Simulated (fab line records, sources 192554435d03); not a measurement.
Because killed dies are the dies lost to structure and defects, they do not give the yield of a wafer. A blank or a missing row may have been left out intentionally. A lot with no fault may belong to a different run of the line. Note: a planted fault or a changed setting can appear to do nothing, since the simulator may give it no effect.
fab line records    flow n5_finfet
record: lots: 7  wafers: 39
route steps=1938 shown FIN_SAQP@138 HKMG_FIN@413 MOL_CONTACT_COAG@624 BEOL_M3@980
start_h: start of the lot's first displayed wafer, in hours after the record's first day    wait_h: hours since the lot's step before    " identical to the entry in the row above    L1.1+2: a row that stands for several wafers    - value missing, or start not given    * or withheld: withheld    < > ~ a bound
route shown NAME@n: names a module that has steps shown in the file, with the first one's number in the route    usual: average and standard deviation across the fault-free wafers    same: alike in all rows    chamber/n: place in a boat    sites: readings site by site    _std_site: how widely they spread, as a standard deviation    _edge_site: mean of outer sites minus mean of inner sites    radius_mm: how far each site lies from the wafer's centre    mask NAME#n: copy n    behind: the tool/chamber that last shaped the wafer    hold: why the lot was held/for how many hours/how that ended    device: which transistor (n, p or np) failed to switch    end of line: tests of these same wafers at the route's end    where a step has no rows: the recipe by itself    killed: not the wafer's yield, but the dies lost to structure and defects at the first sort    map: dies across one wafer; x = killed, . = not, _ = none there
set.NAME: the setting the step ran with; set.NAME@STEP: the setting that earlier step ran with    model.NAME: the simulator's own value behind a step, which no gauge read
one table per step and one row per wafer, for lots whose settings were changed on purpose
== steps ==
step: N5_FIN_SAQP_SPACER2_ALD_28
recipe: material: SiO2  target_thk_a: 81  temp_c: 300  ald_precursor_family: BDEAS  ald_co_reactant: O2-plasma  pulse_time_s: 1  purge_time_s: 2  co_reactant_purge_time_s: 2  pressure_torr: 2
lot.wafer   tool        chamber  start_h  wait_h  set.target_thk_a  model.SiO2_of_FIN_SAQP_SPACER2_ALD_28.thk_nm
L079.1      ald_sin-03  2        55.39    0.1     81                8.2
L079.2+4    "           0,3      "        "       81                8
L079.3+6    "           1,2      "        "       53.08             5.4
L079.5      "           3        "        "       53.08             5.2
L080.1+5    ald_sin-01  1,2      61.56    0.1     81                8
L080.2+4    "           2,0      "        "       103.1             10.2
L080.3      "           3        "        "       103.1             10.4
L080.6      "           3        "        "       81                8.2
L087.1+3+4  ald_sin-04  3,0,1    105.73   0.5     39.3              4
L087.2+6    "           2        "        "       81                8.2
L087.5      "           3        "        "       81                8
L089.1+4+5  ald_sin-01  1,3,0    115.48   0.1     81                8.2
L089.2+3+6  "           2,0,3    "        "       34.61             3.4
L094.2      ald_sin-03  3        145.99   0.6     81                8
L094.3+4    "           1,2      "        "       81                8.2
L096.1+4+6  ald_sin-01  0,3,1    156.60   0.1     81                8.2
L096.2+3+5  "           2,1,2    "        "       39.2              4
L097.1+2+4  ald_sin-01  3,0,1    164.98   0.9     126.6             12.6
L097.3+5    "           2        "        "       81                8
L097.6      "           3        "        "       81                8.2
step: N5_FIN_SAQP_SPACER2_ETCHBACK_29
recipe: chemistry: CHF3/O2  mode: anisotropic_etchback  target: SiO2  target_depth_a: 122  time_s: 6.1  pressure_mtorr: 30  source_w: 650  bias_w: 170  Ar_flow_sccm: 200  CHF3_flow_sccm: 50  O2_flow_sccm: 5  ion_energy_ev: 200
step: N5_FIN_SAQP_MANDREL2_REMOVE_60
recipe: chemistry: HBr/Cl2/O2  bt_time_s: 10  target: a-Si  stop_on: SiNx  endpoint: OES-SiCl  over_etch_frac: 1  icp_w: 600  bias_w: 22  HBr_flow_sccm: 150  Cl2_flow_sccm: 80  O2_flow_sccm: 5  pressure_mtorr: 10
lot.wafer   tool       chamber  start_h  wait_h  set.target_thk_a@FIN_SAQP_SPACER2_ALD_28  model.FIN_SAQP.cd_nm
L079.1+4    rie_si-03  1,2      55.86    0.1     81                                        7.8
L079.2      "          3        "        "       81                                        8
L079.3+5    "          0,3      "        "       53.08                                     5.2
L079.6      "          2        "        "       53.08                                     5.4
L080.1      rie_si-01  2        62.11    0.1     81                                        7.8
L080.2+3+4  "          0,3,1    "        "       103.1                                     10.4
L080.5      "          2        "        "       81                                        8
L080.6      "          3        "        "       81                                        8.2
L087.1+4    rie_si-03  1,3      106.14   0.1     39.3                                      3.8
L087.2+6    "          0        "        "       81                                        8.2
L087.3      "          2        "        "       39.3                                      4
L087.5      "          3        "        "       81                                        8
L089.1+4    rie_si-03  0,1      115.89   0.1     81                                        8
L089.2+6    "          2,3      "        "       34.61                                     3.4
L089.3      "          3        "        "       34.61                                     3.2
L089.5      "          2        "        "       81                                        8.2
L094.2+3    rie_si-01  0,2      146.40   0.1     81                                        8.2
L094.4      "          1        "        "       81                                        8.4
L096.1      rie_si-01  3        157.05   0.1     81                                        8
L096.2+5    "          1,2      "        "       39.2                                      4
L096.3      "          0        "        "       39.2                                      3.8
L096.4+6    "          2,3      "        "       81                                        8.2
L097.1+4    rie_si-06  1,2      165.43   0.1     126.6                                     12.6
L097.2      "          3        "        "       126.6                                     12.8
L097.3      "          0        "        "       81                                        8.2
L097.5      "          2        "        "       81                                        8
L097.6      "          3        "        "       81                                        8.4
step: N5_FIN_SAQP_CD_MEAS_31
recipe: target_cd_nm: 8  landing_energy_ev: 1000  detector: se_inlens  polarity: line
usual: cd_nm: 8.12/0.24
lot.wafer  tool       chamber  start_h  wait_h  set.target_thk_a@FIN_SAQP_SPACER2_ALD_28  cd_nm
L079.1     cd_sem-03  0        55.97    0.1     81                                        8.11
L079.2     "          0        "        "       81                                        7.89
L079.3     "          0        "        "       53.08                                     5.42
L079.4     "          0        "        "       81                                        8.30
L079.5     "          0        "        "       53.08                                     5.33
L079.6     "          0        "        "       53.08                                     5.01
L080.1     cd_sem-03  0        62.22    0.1     81                                        7.90
L080.2     "          0        "        "       103.1                                     10.48
L080.3     "          0        "        "       103.1                                     10.67
L080.4     "          0        "        "       103.1                                     10.17
L080.5     "          0        "        "       81                                        7.91
L080.6     "          0        "        "       81                                        8.25
L087.1     cd_sem-01  0        106.25   0.1     39.3                                      3.76
L087.2     "          0        "        "       81                                        8.00
L087.3     "          0        "        "       39.3                                      4.11
L087.4     "          0        "        "       39.3                                      3.51
L087.5     "          0        "        "       81                                        7.78
L087.6     "          0        "        "       81                                        8.24
L089.1     cd_sem-02  0        116.00   0.1     81                                        8.28
L089.2     "          0        "        "       34.61                                     3.61
L089.3     "          0        "        "       34.61                                     3.57
L089.4     "          0        "        "       81                                        8.20
L089.5     "          0        "        "       81                                        8.41
L089.6     "          0        "        "       34.61                                     3.52
L094.2     cd_sem-02  0        146.52   0.1     81                                        8.41
L094.3     "          0        "        "       81                                        8.38
L094.4     "          0        "        "       81                                        8.25
L096.1     cd_sem-01  0        157.16   0.1     81                                        8.16
L096.2     "          0        "        "       39.2                                      4.20
L096.3     "          0        "        "       39.2                                      4.10
L096.4     "          0        "        "       81                                        8.32
L096.5     "          0        "        "       39.2                                      4.16
L096.6     "          0        "        "       81                                        8.27
L097.1     cd_sem-01  0        165.54   0.1     126.6                                     12.56
L097.2     "          0        "        "       126.6                                     13.21
L097.3     "          0        "        "       81                                        7.99
L097.4     "          0        "        "       126.6                                     12.93
L097.5     "          0        "        "       81                                        7.91
L097.6     "          0        "        "       81                                        8.68
step: N5_FIN_SAQP_HM_OPEN_33
recipe: chemistry: CH3F/O2  target: SiNx  mask_material: SiO2  target_depth_a: 494  time_s: 70.6  pressure_mtorr: 30  source_w: 395  bias_w: 73  Ar_flow_sccm: 150  CH3F_flow_sccm: 30  O2_flow_sccm: 20  ion_energy_ev: 120  ends: cleared
lot.wafer   tool         chamber  start_h  wait_h  set.target_thk_a@FIN_SAQP_SPACER2_ALD_28  model.FIN_SAQP.cd_nm
L079.1+4    rie_diel-06  1,2      56.02    0.0     81                                        8
L079.2      "            3        "        "       81                                        8.2
L079.3+6    "            0,1      "        "       53.08                                     5.4
L079.5      "            0        "        "       53.08                                     5.2
L080.1      rie_diel-06  1        62.29    0.1     81                                        7.8
L080.2+3+4  "            0,2,1    "        "       103.1                                     10.4
L080.5      "            0        "        "       81                                        8
L080.6      "            2        "        "       81                                        8.2
L087.1      rie_diel-04  3        106.30   0.0     39.3                                      3.8
L087.2+5+6  "            2,2,3    "        "       81                                        8.2
L087.3+4    "            0,1      "        "       39.3                                      4.2
L089.1+5    rie_diel-05  3,2      116.05   0.0     81                                        8.2
L089.2+6    "            2,3      "        "       34.61                                     3.6
L089.3      "            1        "        "       34.61                                     3.2
L089.4      "            0        "        "       81                                        8
L094.2+3    rie_diel-06  2,3      146.56   0.0     81                                        8
L094.4      "            1        "        "       81                                        8.4
L096.1+6    rie_diel-04  1,0      157.53   0.4     81                                        8.2
L096.2      "            3        "        "       39.2                                      4
L096.3+5    "            0,3      "        "       39.2                                      3.8
L096.4      "            2        "        "       81                                        8.4
L097.1+4    rie_diel-06  2        165.64   0.1     126.6                                     12.6
L097.2      "            3        "        "       126.6                                     12.8
L097.3      "            0        "        "       81                                        8.2
L097.5      "            0        "        "       81                                        8
L097.6      "            3        "        "       81                                        8.4
step: N5_FIN_SAQP_ETCH_34
recipe: chemistry: C4F6/O2  target: SiO2  target_depth_a: 450  time_s: 15  ion_energy_ev: 250  pressure_mtorr: 30  source_w: 345  bias_w: 185  Ar_flow_sccm: 300  C4F6_flow_sccm: 10  O2_flow_sccm: 10  ends: cleared
step: N5_FIN_SAQP_STRIP_77
recipe: chemistry: N2/H2  time_s: 90  power_w: 100  temp_c: 40  pressure_mtorr: 100  rf_frequency_hz: 6e+07  bias_power_w: 3  n2_flow_sccm: 300  h2_flow_sccm: 300
step: N5_FIN_SAQP_HM_CD_35
recipe: target_cd_nm: 8  polarity: line
usual: cd_nm: 8.18/0.28
lot.wafer  tool       chamber  start_h  wait_h  set.target_thk_a@FIN_SAQP_SPACER2_ALD_28  cd_nm
L079.1     cd_sem-01  -        56.23    0.1     81                                        8.44
L079.2     "          -        "        "       81                                        8.17
L079.3     "          -        "        "       53.08                                     5.45
L079.4     "          -        "        "       81                                        7.82
L079.5     "          -        "        "       53.08                                     5.08
L079.6     "          -        "        "       53.08                                     5.60
L080.1     cd_sem-02  -        62.51    0.1     81                                        8.09
L080.2     "          -        "        "       103.1                                     10.32
L080.3     "          -        "        "       103.1                                     10.63
L080.4     "          -        "        "       103.1                                     10.20
L080.5     "          -        "        "       81                                        7.93
L080.6     "          -        "        "       81                                        7.90
L087.1     cd_sem-02  -        106.52   0.1     39.3                                      3.93
L087.2     "          -        "        "       81                                        7.83
L087.3     "          -        "        "       39.3                                      4.33
L087.4     "          -        "        "       39.3                                      3.95
L087.5     "          -        "        "       81                                        8.10
L087.6     "          -        "        "       81                                        7.95
L089.1     cd_sem-02  -        116.26   0.1     81                                        8.41
L089.2     "          -        "        "       34.61                                     3.45
L089.3     "          -        "        "       34.61                                     2.98
L089.4     "          -        "        "       81                                        8.13
L089.5     "          -        "        "       81                                        8.29
L089.6     "          -        "        "       34.61                                     3.59
L094.2     cd_sem-02  -        146.78   0.1     81                                        7.93
L094.3     "          -        "        "       81                                        8.15
L094.4     "          -        "        "       81                                        8.29
L096.1     cd_sem-01  -        157.74   0.1     81                                        8.63
L096.2     "          -        "        "       39.2                                      4.06
L096.3     "          -        "        "       39.2                                      4.13
L096.4     "          -        "        "       81                                        8.31
L096.5     "          -        "        "       39.2                                      4.27
L096.6     "          -        "        "       81                                        8.25
L097.1     cd_sem-02  -        165.87   0.1     126.6                                     12.73
L097.2     "          -        "        "       126.6                                     12.59
L097.3     "          -        "        "       81                                        8.35
L097.4     "          -        "        "       126.6                                     12.43
L097.5     "          -        "        "       81                                        8.33
L097.6     "          -        "        "       81                                        8.44
step: N5_FIN_SAQP_ETCH_64
recipe: chemistry: CF4  target: SiO2  target_depth_a: 15  ion_energy_ev: 350  pressure_mtorr: 10  icp_w: 800  bias_w: 400  cf4_flow_sccm: 80
step: N5_FIN_SAQP_FIN_ETCH_36
recipe: chemistry: HBr/Cl2/O2  target_depth_a: 1200  mask_material: SiNx  time_s: 50.4  bias_w: 102  pressure_mtorr: 10  icp_w: 800  HBr_flow_sccm: 150  Cl2_flow_sccm: 80  O2_flow_sccm: 12
step: N5_FIN_SAQP_CD_MEAS_37
recipe: target_cd_nm: 8  polarity: line
usual: cd_nm: 8.13/0.27
lot.wafer  tool       chamber  start_h  wait_h  set.target_thk_a@FIN_SAQP_SPACER2_ALD_28  cd_nm
L079.1     cd_sem-03  -        56.42    0.1     81                                        8.17
L079.2     "          -        "        "       81                                        8.00
L079.3     "          -        "        "       53.08                                     5.49
L079.4     "          -        "        "       81                                        7.69
L079.5     "          -        "        "       53.08                                     5.21
L079.6     "          -        "        "       53.08                                     5.79
L080.1     cd_sem-01  -        62.70    0.1     81                                        7.82
L080.2     "          -        "        "       103.1                                     10.12
L080.3     "          -        "        "       103.1                                     10.14
L080.4     "          -        "        "       103.1                                     9.98
L080.5     "          -        "        "       81                                        8.04
L080.6     "          -        "        "       81                                        8.09
L087.1     cd_sem-02  -        106.70   0.1     39.3                                      3.94
L087.2     "          -        "        "       81                                        7.86
L087.3     "          -        "        "       39.3                                      4.19
L087.4     "          -        "        "       39.3                                      4.42
L087.5     "          -        "        "       81                                        8.04
L087.6     "          -        "        "       81                                        8.22
L089.1     cd_sem-01  -        116.45   0.1     81                                        8.23
L089.2     "          -        "        "       34.61                                     3.84
L089.3     "          -        "        "       34.61                                     3.16
L089.4     "          -        "        "       81                                        8.29
L089.5     "          -        "        "       81                                        8.35
L089.6     "          -        "        "       34.61                                     3.69
L094.2     cd_sem-02  -        146.97   0.1     81                                        7.94
L094.3     "          -        "        "       81                                        7.94
L094.4     "          -        "        "       81                                        8.31
L096.1     cd_sem-03  -        157.93   0.1     81                                        8.32
L096.2     "          -        "        "       39.2                                      4.05
L096.3     "          -        "        "       39.2                                      4.01
L096.4     "          -        "        "       81                                        8.21
L096.5     "          -        "        "       39.2                                      4.07
L096.6     "          -        "        "       81                                        8.32
L097.1     cd_sem-03  -        166.05   0.1     126.6                                     12.91
L097.2     "          -        "        "       126.6                                     12.88
L097.3     "          -        "        "       81                                        8.26
L097.4     "          -        "        "       126.6                                     12.47
L097.5     "          -        "        "       81                                        8.04
L097.6     "          -        "        "       81                                        8.10
step: N5_HKMG_FIN_CVD_62
recipe: material: a-Si  target_thk_a: 30  temp_c: 500  precursor: Si2H6  pressure_torr: 1  time_s: 20.8
lot.wafer       tool               chamber    start_h  wait_h  set.time_s  model.a-Si_of_HKMG_FIN_CVD_62.thk_nm
L079.1+6        thermal_cvd_si-02  0,2        103.36   0.2     20.8        3
L079.2+4+5      "                  2,1,0      "        "       31.04       4.6
L079.3          "                  1          "        "       20.8        3.2
L080.1+2+5      thermal_cvd_si-01  0,1,1      109.80   0.2     20.8        3.2
L080.3          "                  2          "        "       20.8        2.8
L080.4+6        "                  0,2        "        "       20.8        3
L087.1          thermal_cvd_si-02  1          152.68   0.2     20.8        3
L087.2+3+4+5+6  "                  2,0,2,0,1  "        "       20.8        3.2
L089.1+4+6      thermal_cvd_si-02  2,2,1      166.27   0.2     12.58       2
L089.2          "                  0          "        "       20.8        3.2
L089.3          "                  1          "        "       20.8        3
L089.5          "                  0          "        "       20.8        3.4
L094.2          thermal_cvd_si-01  0          191.84   0.2     20.8        3
L094.3+4        "                  2          "        "       20.8        3.2
L096.1+2+5+6    thermal_cvd_si-01  1,2,1,2    209.86   0.2     20.8        3.2
L096.3+4        "                  0          "        "       20.8        3
L097.1+6        thermal_cvd_si-02  1,2        213.64   0.2     9.756       1.4
L097.2          "                  2          "        "       20.8        3
L097.3+5        "                  0          "        "       20.8        3.2
L097.4          "                  1          "        "       9.756       1.6
step: N5_MOL_CONTACT_COAG_CVD_140
recipe: material: W  target_thk_a: 665  mode: selective_fill  temp_c: 300  time_s: 215
lot.wafer  tool      chamber  start_h  wait_h  set.target_thk_a  model.W_of_MOL_CONTACT_COAG_CVD_140.thk_nm
L079.1     cvd_w-01  0        129.55   0.1     665               65.6
L079.2     "         1        "        "       665               67.2
L079.3+5   "         1        "        "       665               66.2
L079.4+6   "         0        "        "       665               66.6
L080.1     cvd_w-02  0        135.80   0.1     665               67.2
L080.2+6   "         1        "        "       665               66.8
L080.3     "         1        "        "       665               67.4
L080.4     "         0        "        "       665               68
L080.5     "         0        "        "       665               67.8
L087.1     cvd_w-02  1        182.95   0.1     665               67.2
L087.2+5   "         0        "        "       665               68.2
L087.3     "         1        "        "       899.5             91.2
L087.4     "         0        "        "       899.5             91.8
L087.6     "         1        "        "       899.5             90.4
L089.1     cvd_w-01  1        193.78   0.1     665               66
L089.2     "         0        "        "       532               51.6
L089.3     "         0        "        "       665               65.6
L089.4     "         1        "        "       665               65.8
L089.5     "         0        "        "       532               51.4
L089.6     "         1        "        "       532               51.8
L094.2+4   cvd_w-01  0,1      223.95   0.1     665               65.6
L094.3     "         0        "        "       665               66.2
L096.1     cvd_w-02  0        239.09   0.1     944.1             95
L096.2     "         1        "        "       944.1             94.4
L096.3+6   "         1        "        "       665               66
L096.4     "         0        "        "       944.1             95.4
L096.5     "         0        "        "       665               67.6
L097.1     cvd_w-01  1        242.24   0.1     665               66
L097.2     "         0        "        "       857.5             85.6
L097.3     "         0        "        "       665               67.2
L097.4     "         1        "        "       857.5             85.4
L097.5     "         1        "        "       665               66.2
L097.6     "         0        "        "       857.5             86.4
step: N5_BEOL_M3_TRENCH_ETCH_37
recipe: chemistry: C4F6/O2  target_depth_a: 555.55  target: SiOC  time_s: 29.2  ion_energy_ev: 250  pressure_mtorr: 30  source_w: 355  bias_w: 185  Ar_flow_sccm: 300  C4F6_flow_sccm: 10  O2_flow_sccm: 10
lot.wafer  tool         chamber  start_h  wait_h  set.time_s  model.etch.depth_nm  model.BEOL_M3.feature_depth_nm  model.TiN_of_BEOL_M3_HM_DEP_02.thk_nm
L079.1     rie_diel-03  0        -        -       29.2        54.3                 54.2                            17.8
L079.2     "            2        "        "       29.2        56.03                56                              17.4
L079.3     "            3        "        "       29.2        55.09                55                              17.6
L079.4     "            1        "        "       29.2        55.48                55.4                            17.4
L079.5     "            2        "        "       29.2        55.9                 55.8                            17.4
L079.6     "            3        "        "       29.2        55.23                55.2                            17.6
L080.1     rie_diel-01  0        -        -       29.2        56.63                56.6                            18.2
L080.2     "            2        "        "       29.2        55.12                55.2                            18
L080.3     "            1        "        "       29.2        55.38                55.4                            18.2
L080.4     "            3        "        "       29.2        54.11                54.2                            18
L080.5     "            1        "        "       29.2        55.49                55.4                            18
L080.6     "            2        "        "       29.2        56.03                56                              18.2
L087.1     rie_diel-03  0        -        -       42.64       79.26                79.2                            17
L087.2     "            2        "        "       29.2        56.6                 56.6                            18
L087.3     "            1        "        "       29.2        55.15                55.2                            17.8
L087.4     "            0        "        "       42.64       79.1                 79.2                            16.8
L087.5     "            2        "        "       42.64       82.85                82.8                            16.6
L087.6     "            1        "        "       29.2        54.92                55                              17.6
L089.1     rie_diel-02  0        -        -       23.01       43.61                43.6                            18.2
L089.2     "            1        "        "       29.2        54.14                54.2                            17.4
L089.3     "            2        "        "       23.01       47.44                47.4                            17.4
L089.4     "            1        "        "       29.2        54.38                54.4                            17.4
L089.5     "            2        "        "       29.2        60.18                60.2                            17.2
L089.6     "            0        "        "       23.01       43.99                44                              17.6
L097.1     rie_diel-03  0        -        -       29.2        53.81                53.8                            17.8
L097.2     "            3        "        "       18.39       34.27                34.2                            19
L097.3     "            1        "        "       29.2        54.74                54.8                            17.8
L097.4     "            1        "        "       29.2        54.88                54.8                            18
L097.5     "            0        "        "       18.39       33.89                33.8                            18.6
L097.6     "            3        "        "       18.39       34.06                34                              18.8
L094.2     rie_diel-01  3        -        -       29.2        53.49                53.4                            17.4
L094.3     "            2        "        "       29.2        55.4                 55.4                            17.2
L094.4     "            1        "        "       29.2        54.29                54.2                            17
L096.1     rie_diel-03  1        -        -       29.2        54.79                54.8                            17.2
L096.2     "            3        "        "       38.51       71.92                72                              17
L096.3     "            0        "        "       29.2        54.45                54.4                            17.4
L096.4     "            1        "        "       38.51       72.38                72.4                            16.4
L096.5     "            3        "        "       29.2        54.59                54.6                            17.6
L096.6     "            0        "        "       38.51       71.28                71.2                            16.6
step: N5_BEOL_M3_ETCH_41
recipe: chemistry: CH3F/O2  target: SiCN  target_depth_a: 299  taper_deg: 2  time_s: 52.5  ion_energy_ev: 120  mask_material: TiN  pressure_mtorr: 30  source_w: 395  bias_w: 75  Ar_flow_sccm: 150  CH3F_flow_sccm: 30  O2_flow_sccm: 20
step: N5_BEOL_M3_STRIP_97
recipe: chemistry: N2/H2  time_s: 10  power_w: 450  temp_c: 40  pressure_mtorr: 20  rf_frequency_hz: 6e+07  bias_power_w: 7  n2_flow_sccm: 200  h2_flow_sccm: 200
step: N5_BEOL_M3_OCD_MEAS_38
usual: trench_depth_nm: 55.3/1.4
lot.wafer  tool    chamber  start_h  wait_h  set.time_s@BEOL_M3_TRENCH_ETCH_37  trench_depth_nm
L079.1     ocd-01  -        182.12   -       29.2                               54.7
L079.2     "       -        "        "       29.2                               56.3
L079.3     "       -        "        "       29.2                               55.1
L079.4     "       -        "        "       29.2                               55.8
L079.5     "       -        "        "       29.2                               56.2
L079.6     "       -        "        "       29.2                               55.5
L080.1     ocd-02  -        182.14   -       29.2                               56.7
L080.2     "       -        "        "       29.2                               54.9
L080.3     "       -        "        "       29.2                               55.4
L080.4     "       -        "        "       29.2                               54.0
L080.5     "       -        "        "       29.2                               55.5
L080.6     "       -        "        "       29.2                               55.8
L087.1     ocd-02  -        255.38   -       42.64                              79.2
L087.2     "       -        "        "       29.2                               56.8
L087.3     "       -        "        "       29.2                               55.2
L087.4     "       -        "        "       42.64                              79.6
L087.5     "       -        "        "       42.64                              82.7
L087.6     "       -        "        "       29.2                               54.5
L089.1     ocd-01  -        258.94   -       23.01                              43.3
L089.2     "       -        "        "       29.2                               54.1
L089.3     "       -        "        "       23.01                              47.4
L089.4     "       -        "        "       29.2                               54.1
L089.5     "       -        "        "       29.2                               61.0
L089.6     "       -        "        "       23.01                              43.9
L097.1     ocd-02  -        290.20   -       29.2                               54.1
L097.2     "       -        "        "       18.39                              34.4
L097.3     "       -        "        "       29.2                               55.1
L097.4     "       -        "        "       29.2                               54.7
L097.5     "       -        "        "       18.39                              34.3
L097.6     "       -        "        "       18.39                              33.8
L094.2     ocd-01  -        295.40   -       29.2                               53.3
L094.3     "       -        "        "       29.2                               55.5
L094.4     "       -        "        "       29.2                               54.6
L096.1     ocd-02  -        298.79   -       29.2                               54.9
L096.2     "       -        "        "       38.51                              71.9
L096.3     "       -        "        "       29.2                               54.0
L096.4     "       -        "        "       38.51                              72.5
L096.5     "       -        "        "       29.2                               54.6
L096.6     "       -        "        "       38.51                              71.1
== key ==
split: step: N5_FIN_SAQP_SPACER2_ALD_28  setting: target_thk_a  stated: 81  by: wafer
response: step: N5_FIN_SAQP_SPACER2_ALD_28  reading: model.SiO2_of_FIN_SAQP_SPACER2_ALD_28.thk_nm  change: +0.0813  per: 1%  r: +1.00
response: step: N5_FIN_SAQP_MANDREL2_REMOVE_60  reading: model.FIN_SAQP.cd_nm  change: +0.0813  per: 1%  r: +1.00
response: step: N5_FIN_SAQP_CD_MEAS_31  reading: cd_nm  change: +0.0824  per: 1%  r: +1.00
response: step: N5_FIN_SAQP_HM_OPEN_33  reading: model.FIN_SAQP.cd_nm  change: +0.0817  per: 1%  r: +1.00
response: step: N5_FIN_SAQP_HM_CD_35  reading: cd_nm  change: +0.0803  per: 1%  r: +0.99
response: step: N5_FIN_SAQP_CD_MEAS_37  reading: cd_nm  change: +0.0796  per: 1%  r: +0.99
split: step: N5_HKMG_FIN_CVD_62  setting: time_s  stated: 20.8  by: wafer
response: step: N5_HKMG_FIN_CVD_62  reading: model.a-Si_of_HKMG_FIN_CVD_62.thk_nm  change: +0.0311  per: 1%  r: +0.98
split: step: N5_MOL_CONTACT_COAG_CVD_140  setting: target_thk_a  stated: 665  by: wafer
response: step: N5_MOL_CONTACT_COAG_CVD_140  reading: model.W_of_MOL_CONTACT_COAG_CVD_140.thk_nm  change: +0.673  per: 1%  r: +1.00
split: step: N5_BEOL_M3_TRENCH_ETCH_37  setting: time_s  stated: 29.2  by: wafer
response: step: N5_BEOL_M3_TRENCH_ETCH_37  reading: model.etch.depth_nm  change: +0.542  per: 1%  r: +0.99
response: step: N5_BEOL_M3_TRENCH_ETCH_37  reading: model.BEOL_M3.feature_depth_nm  change: +0.543  per: 1%  r: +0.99
response: step: N5_BEOL_M3_TRENCH_ETCH_37  reading: model.TiN_of_BEOL_M3_HM_DEP_02.thk_nm  change: -0.0227  per: 1%  r: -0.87
response: step: N5_BEOL_M3_OCD_MEAS_38  reading: trench_depth_nm  change: +0.546  per: 1%  r: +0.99
